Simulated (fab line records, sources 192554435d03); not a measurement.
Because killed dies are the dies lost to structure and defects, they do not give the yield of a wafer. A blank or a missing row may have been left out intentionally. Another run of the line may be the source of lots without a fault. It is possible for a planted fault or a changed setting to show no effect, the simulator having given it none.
Split-lot experiment | flow n5Finfet | 7 lots, 39 wafers read, on a route of 1938 steps

## ON THE SPLIT
At N5_BEOL_M9_DEP_56 (deposits SiCN from 3MS/NH3, target thk 15 nm, time 26.5 s), the setting targetThkA was moved away from the recipe's 150 angstrom on 12 of the 39 wafers read, by -35.5% to +47.1%. This setting was run at the recipe's value on the other wafers.

The reading is taken at the split's own step.

## THE READING
SiCN_of_BEOL_M9_DEP_56.thkNm (the simulator's own value, which no gauge read), in nm, at N5_BEOL_M9_DEP_56 (deposits SiCN from 3MS/NH3, target thk 15 nm, time 26.5 s). No usual value for it is given in the file. Average 15.0 nm, standard deviation 0.25 nm, over the 27 wafers here run with the recipe.

wafer  | tool, chamber at the split | targetThkA as run, angstrom | against the recipe | SiCN_of_BEOL_M9_DEP_56.thkNm, nm | against lot-mates on the recipe
L083.1 | pecvd-04, 0,1              | 186.5                       | +24.3%             | 18.6                             | +3.8
L083.3 | pecvd-04, 0,1              | 186.5                       | +24.3%             | 18.6                             | +3.8
L083.2 | pecvd-04, 2                | 150                         | recipe             | 14.6                             | -
L083.4 | pecvd-04, 2                | 150                         | recipe             | 14.8                             | -
L083.5 | pecvd-04, 0                | 150                         | recipe             | 15                               | -
L083.6 | pecvd-04, 1                | 186.5                       | +24.3%             | 18.8                             | +4.0
L082.3 | pecvd-01, 2                | 150                         | recipe             | 14.8                             | -
L082.5 | pecvd-01, 0,2              | 150                         | recipe             | 15                               | -
L082.6 | pecvd-01, 0,2              | 150                         | recipe             | 15                               | -
L086.1 | pecvd-02, 0,1,2            | 96.78                       | -35.5%             | 9.8                              | -5.4
L086.2 | pecvd-02, 0,1,2            | 96.78                       | -35.5%             | 9.8                              | -5.4
L086.6 | pecvd-02, 0,1,2            | 96.78                       | -35.5%             | 9.8                              | -5.4
L086.3 | pecvd-02, 2                | 150                         | recipe             | 15                               | -
L086.4 | pecvd-02, 0                | 150                         | recipe             | 15.4                             | -
L086.5 | pecvd-02, 1                | 150                         | recipe             | 15.2                             | -
L088.1 | pecvd-04, 1,0,2            | 150                         | recipe             | 15                               | -
L088.5 | pecvd-04, 1,0,2            | 150                         | recipe             | 15                               | -
L088.6 | pecvd-04, 1,0,2            | 150                         | recipe             | 15                               | -
L088.2 | pecvd-04, 0,2              | 150                         | recipe             | 14.6                             | -
L088.3 | pecvd-04, 0,2              | 150                         | recipe             | 14.6                             | -
L088.4 | pecvd-04, 1                | 150                         | recipe             | 15.2                             | -
L092.1 | pecvd-02, 1,2              | 220.6                       | +47.1%             | 21.8                             | +6.5
L092.2 | pecvd-02, 1,2              | 220.6                       | +47.1%             | 21.8                             | +6.5
L092.3 | pecvd-02, 0,2              | 150                         | recipe             | 15.2                             | -
L092.5 | pecvd-02, 0,2              | 150                         | recipe             | 15.2                             | -
L092.4 | pecvd-02, 1                | 220.6                       | +47.1%             | 22.4                             | +7.1
L092.6 | pecvd-02, 0                | 150                         | recipe             | 15.6                             | -
L093.1 | pecvd-01, 0                | 173.6                       | +15.7%             | 17.6                             | +2.6
L093.4 | pecvd-01, 0                | 173.6                       | +15.7%             | 17.6                             | +2.6
L093.2 | pecvd-01, 2                | 173.6                       | +15.7%             | 17.2                             | +2.2
L093.3 | pecvd-01, 1                | 150                         | recipe             | 14.8                             | -
L093.5 | pecvd-01, 2                | 150                         | recipe             | 15.2                             | -
L093.6 | pecvd-01, 1                | 150                         | recipe             | 15                               | -
L097.1 | pecvd-02, 2,1              | 150                         | recipe             | 14.6                             | -
L097.2 | pecvd-02, 2,1              | 150                         | recipe             | 14.6                             | -
L097.3 | pecvd-02, 0                | 150                         | recipe             | 15.2                             | -
L097.5 | pecvd-02, 0                | 150                         | recipe             | 15.2                             | -
L097.4 | pecvd-02, 2,1              | 150                         | recipe             | 15                               | -
L097.6 | pecvd-02, 2,1              | 150                         | recipe             | 15                               | -
The file does not say which wafer passed through which chamber wherever a row lists several chambers: such a row stands for several wafers.

FIT RESULTS
A straight line over all 39 wafers: SiCN_of_BEOL_M9_DEP_56.thkNm changes by +0.149 nm for each +1% of targetThkA; r = +1.00; the points scatter about the line by 0.24 nm.
The same after taking each lot's own level away (the mean of its wafers on the recipe; 39 wafers): +0.148 nm for each +1%; r = +1.00; scatter 0.23 nm.
That fit puts the effect of the largest move of targetThkA on the reading at 7 nm.
The lots' own levels span 14.80 to 15.33 nm, that is 2.1 times the standard deviation above.
Consequently the slope shifts little with the lot-to-lot level, the two slopes agreeing.
Check: +7.07 nm against its lot-mates is what the line predicts for one of the wafers moved furthest among these (+47.1%) when that wafer is left out of the fit. It came out at +6.47 nm against them.

## THESE WAFERS: OTHER SPLITS
Before the reading, these wafers also passed through other splits. Each is held against what the fit with the lots' levels taken away leaves over:
other split on the same wafers     | wafers away from the commonest value | r with SiCN_of_BEOL_M9_DEP_56.thkNm (lot level and that fit taken away)
N5_DUMMY_GATE_ETCH_31 targetDepthA | 15                                   | +0.20
N5_GATE_CUT_ALD_22 aldCycles       | 15                                   | +0.17
N5_BEOL_M4_DESCUM_16 timeS         | 18                                   | -0.10

## THE FILE'S OWN FIT
SiCN_of_BEOL_M9_DEP_56.thkNm changes by +0.148 nm for each +1% of targetThkA, r = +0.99.
